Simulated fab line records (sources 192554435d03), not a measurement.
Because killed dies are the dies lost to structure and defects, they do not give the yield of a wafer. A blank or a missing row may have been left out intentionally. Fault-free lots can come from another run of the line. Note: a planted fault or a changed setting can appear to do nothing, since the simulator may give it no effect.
The tool behind it: which one? -- flow n5-finfet -- Sampling: 9 lots, 26 wafers, 6 of 1938 route steps

## WHAT THE GAUGES READ, wafer by wafer
N5_BEOL_M4_RC_MEAS_101. Usual: DIBL_N 36.4 mV/V, standard deviation 1.6; DIBL_P 36.2 mV/V, standard deviation 1.8; IOFF_N 0.159 nA/um, standard deviation 0.029; IOFF_P 0.21 nA/um, standard deviation 0.034; ION_N 670 uA/um, standard deviation 12; ION_P 459 uA/um, standard deviation 8.2; SS_N 71.5 mV/dec, standard deviation 0.59; SS_P 73.2 mV/dec, standard deviation 0.54; VT_N 250 mV, standard deviation 3.3; VT_P -250 mV, standard deviation 3.7.
lot,measured,on,DIBL_N (mV/V),DIBL_P (mV/V),IOFF_N (nA/um),IOFF_P (nA/um),ION_N (uA/um),ION_P (uA/um),SS_N (mV/dec),SS_P (mV/dec),VT_N (mV),VT_P (mV),flag
L189,day 8 17:43,prober-02,34.2 34.8 36.8,33.1 34.2 35.6,0.127 0.133 0.163,0.17 0.19 0.21,658 660 668,450 454 462,71.2 70.8 72.0,73.0 73.5 72.5,253 252 252,-252 -252 -250,
L190,day 9 12:06,prober-02,34.8 37.0 36.3,33.3 35.7 34.5,0.133 0.170 0.144,0.20 0.24 0.22,674 685 658,465 464 459,70.2 71.5 71.6,73.3 72.6 73.3,252 248 252,-249 -247 -247,
L195,day 11 03:57,prober-01,35.2 35.8 37.1,33.9 34.4 36.6,0.121 0.130 0.148,0.16 0.16 0.19,656 657 664,441 441 452,71.2 71.6 71.6,73.0 72.5 73.4,254 257 252,-259 -258 -256,
L196,day 11 16:36,prober-01,35.4 34.2 36.1,35.6 34.4 38.2,0.146 0.130 0.167,0.17 0.15 0.20,671 657 672,458 442 455,71.8 72.3 72.0,72.9 72.1 73.4,250 255 249,-255 -256 -251,
L199,day 11 20:13,prober-01,34.5 36.1,33.8 36.9,0.119 0.135,0.16 0.20,657 658,449 459,70.7 70.6,72.7 73.9,256 253,-254 -252,
L205,day 13 05:35,prober-01,36.0 34.9 36.2,35.5 33.7 38.1,0.161 0.129 0.158,0.20 0.17 0.23,663 654 675,454 449 464,71.7 71.8 72.1,72.9 72.5 73.4,253 257 253,-254 -254 -251,
L207,day 13 05:46,prober-02,39.8 34.7 37.9,38.1 34.4 36.6,0.211 0.128 0.181,0.25 0.20 0.24,673 667 677,456 459 458,72.7 70.1 72.7,74.5 72.9 73.4,243 251 246,-251 -249 -248,
L210,day 14 19:29,prober-01,36.1 37.3 33.1,37.1 39.1 34.9,0.157 0.196 0.117,0.22 0.26 0.19,657 689 652,458 472 460,71.7 71.7 70.8,73.4 73.6 72.5,253 247 253,-250 -248 -250,
L211,day 14 23:20,prober-02,37.0 32.8 32.9,37.7 33.8 34.5,0.179 0.114 0.119,0.27 0.20 0.23,671 657 660,468 466 464,72.1 70.8 70.8,73.9 72.3 73.0,248 255 249,-245 -246 -247,

N5_BEOL_M7_THK_MEAS_53: measures by xrf. Usual: M7_THK gives 80.3 nm (standard deviation 1.9).
lot,measured,on,M7_THK (nm),flag
L189,day 10 05:43,film-metro-02,81.3 77.4 81.4,
L190,day 10 19:49,film-metro-01,76.8 76.7 81.9,
L195,day 12 09:39,film-metro-01,81.8 187.2 82.3,OFF
L196,day 12 17:59,film-metro-01,74.8 190.8 195.8,OFF
L199,day 13 04:44,film-metro-02,179.3 181.1,OFF
L205,day 14 10:17,film-metro-02,82.5 79.5 79.0,
L207,day 14 16:55,film-metro-02,79.3 84.4 80.6,
L210,day 16 00:21,film-metro-01,82.9 81.1 82.3,
L211,day 16 04:25,film-metro-01,76.1 79.3 79.1,

N5_BEOL_M7_INSPECT_58: inspects for defects (darkfield). Usual: 78 for raw-defect-count, sd 30.
lot,measured,on,raw-defect-count,flag
L189,day 10 05:54,defect-inspect-01,45 46 35,
L190,day 10 19:59,defect-inspect-01,90 48 106,
L195,day 12 09:49,defect-inspect-01,124 1282 63,OFF
L196,day 12 18:08,defect-inspect-01,66 1228 1138,OFF
L199,day 13 04:54,defect-inspect-02,1185 1178,OFF
L205,day 14 10:27,defect-inspect-01,100 54 66,
L207,day 14 17:04,defect-inspect-01,93 66 57,
L210,day 16 00:31,defect-inspect-02,68 75 50,
L211,day 16 04:34,defect-inspect-02,125 85 95,

## TOOL THAT RAN EACH LOT (tool first, then ch and the chambers of the sampled wafers, then the start)
lot,N5_BEOL_M7_ETCH_66,N5_BEOL_M7_CMP_52,N5_BEOL_M7_DEP_56
L189,"rie-diel-02 ch 0,1, day 10 01:23","cmp-01 ch 0,1,3, day 10 05:25","pecvd-02 ch 0,1, day 10 05:47"
L190,"rie-diel-04 ch 0,1, day 10 14:49","cmp-03 ch 0,1,2, day 10 19:38","pecvd-01 ch 0,1,2, day 10 19:54"
L195,"rie-diel-04 ch 0,2,3, day 12 07:07","cmp-03 ch 1,2, day 12 09:22","pecvd-04 ch 0,2, day 12 09:43"
L196,"rie-diel-05 ch 1,3, day 12 13:45","cmp-03 ch 1,2,3, day 12 17:43","pecvd-04 ch 0,2, day 12 18:02"
L199,"rie-diel-05 ch 1,2, day 12 23:49","cmp-03 ch 0,3, day 13 04:29","pecvd-04 ch 2, day 13 04:48"
L205,"rie-diel-02 ch 0,1,2, day 14 06:58","cmp-02 ch 0,1,3, day 14 10:00","pecvd-01 ch 0,1,2, day 14 10:21"
L207,"rie-diel-02 ch 1,2,3, day 14 12:47","cmp-02 ch 0,2,3, day 14 16:37","pecvd-01 ch 0,1, day 14 16:59"
L210,"rie-diel-02 ch 1,3, day 15 21:38","cmp-03 ch 0,1,3, day 16 00:04","pecvd-02 ch 0,1, day 16 00:25"
L211,"rie-diel-05 ch 1,2, day 16 01:36","cmp-03 ch 0,2,3, day 16 04:12","pecvd-04 ch 0,2, day 16 04:29"
- N5_BEOL_M7_ETCH_66: etches SOC in N2/H2, target depth 80 nm, overetch 16 nm, time 120 s.
- N5_BEOL_M7_CMP_52: polishes, stops on SiCOH lowk, t overpolish 6.9 s, target thk 80 nm.
- N5_BEOL_M7_DEP_56: deposits SiCN from 3MS/NH3, target thk 10 nm, time 17.5 s.

## WHAT THE TOOLS THEMSELVES READ (means of the sampled wafers that have a number; where no wafer has one, the mark that the record gives instead)
N5_BEOL_M7_ETCH_66. Usual: chamber-pressure-mTorr 30.000 mTorr, standard deviation 0.027; drypump-motor-current-A 5.7 A, standard deviation 0.45; oes-product-au 0.61 a.u., standard deviation 0.059; rf-vpp-V 524 V, standard deviation 3.1; showerhead-plenum-p-Torr 2.57 Torr, standard deviation 0.11; throttle-valve-pct 17.97 %, standard deviation 0.21.
lot,tool,chamber-pressure-mTorr (mTorr),drypump-motor-current-A (A),oes-product-au (a.u.),rf-vpp-V (V),showerhead-plenum-p-Torr (Torr),throttle-valve-pct (%),flag
L189,rie-diel-02,29.989,5.3,0.64,523,2.50,17.95,
L190,rie-diel-04,30.009,5.1,0.58,525,2.57,17.78,
L195,rie-diel-04,29.997,5.7,0.62,525,2.62,18.00,
L196,rie-diel-05,29.992,6.0,0.59,526,2.64,17.90,
L199,rie-diel-05,30.014,5.9,0.56,522,2.49,18.11,
L205,rie-diel-02,30.004,5.6,0.60,525,2.56,17.99,
L207,rie-diel-02,30.008,5.6,0.64,524,2.55,17.96,
L210,rie-diel-02,30.030,5.5,0.64,522,2.48,18.03,
L211,rie-diel-05,29.992,5.8,0.55,522,2.47,18.08,

N5_BEOL_M7_CMP_52. Usual: barrier-field-endpoint-s 28.6 s, standard deviation 0.56; motor-current-A 6.0 A, standard deviation 0.66; overpolish-run-s 6.900 s, standard deviation 0.0089; time-to-endpoint-s 60.9 s, standard deviation 2.7.
lot,tool,barrier-field-endpoint-s (s),motor-current-A (A),overpolish-run-s (s),time-to-endpoint-s (s),flag
L189,cmp-01,28.6,5.7,6.898,61.6,
L190,cmp-03,28.9,6.0,6.898,61.3,
L195,cmp-03,34.7,5.8,4.618,68.2,OFF
L196,cmp-03,40.6,5.8,2.321,74.8,OFF
L199,cmp-03,46.7,6.1,0.041,81.3,OFF
L205,cmp-02,27.6,6.4,6.911,57.9,
L207,cmp-02,28.8,5.9,6.899,59.2,
L210,cmp-03,28.8,6.1,6.900,60.3,
L211,cmp-03,28.8,6.0,6.897,59.0,

N5_BEOL_M7_DEP_56. Usual: showerhead-plenum-p-Torr 3.666 Torr, standard deviation 0.011; throttle-valve-pct 9.2 %, standard deviation 0.69.
lot,tool,showerhead-plenum-p-Torr (Torr),throttle-valve-pct (%),flag
L189,pecvd-02,3.662,9.4,
L190,pecvd-01,3.666,9.6,
L195,pecvd-04,3.672,8.9,
L196,pecvd-04,3.658,8.7,
L199,pecvd-04,3.647,8.6,
L205,pecvd-01,3.666,9.6,
L207,pecvd-01,3.665,10.2,
L210,pecvd-02,3.671,9.3,
L211,pecvd-04,3.659,8.8,

## THE ANSWER, worked out from the rows above alone
Rule: lot off if the mean of its wafers having a number is beyond 3 standard deviations from the usual mean. A lot without any number at a reading at which 4 lots or more have one is off too. Where the step has rows for the other lots, those lots are counted as sound. The gauges are gone through in route order, then the tools' own readings, and for those a lot's mean is taken as printed above. The first step at which some lot is off is used, and at that step the reading that is off furthest; a lot without a number counts as furthest.
Off: L195, L196, L199, seen at N5_BEOL_M7_THK_MEAS_53 (M7_THK).
A tool fits if, at a process step before that reading, it ran every lot that is off, and no sound lot after the first of them. The gauges at N5_BEOL_M7_THK_MEAS_53 aren't tried: what is off there is off at N5_BEOL_M7_INSPECT_58 too, on other tools, and a gauge's error can't cause that. Of those tried, none fits.

## WHAT THE SIMULATOR PUT IN
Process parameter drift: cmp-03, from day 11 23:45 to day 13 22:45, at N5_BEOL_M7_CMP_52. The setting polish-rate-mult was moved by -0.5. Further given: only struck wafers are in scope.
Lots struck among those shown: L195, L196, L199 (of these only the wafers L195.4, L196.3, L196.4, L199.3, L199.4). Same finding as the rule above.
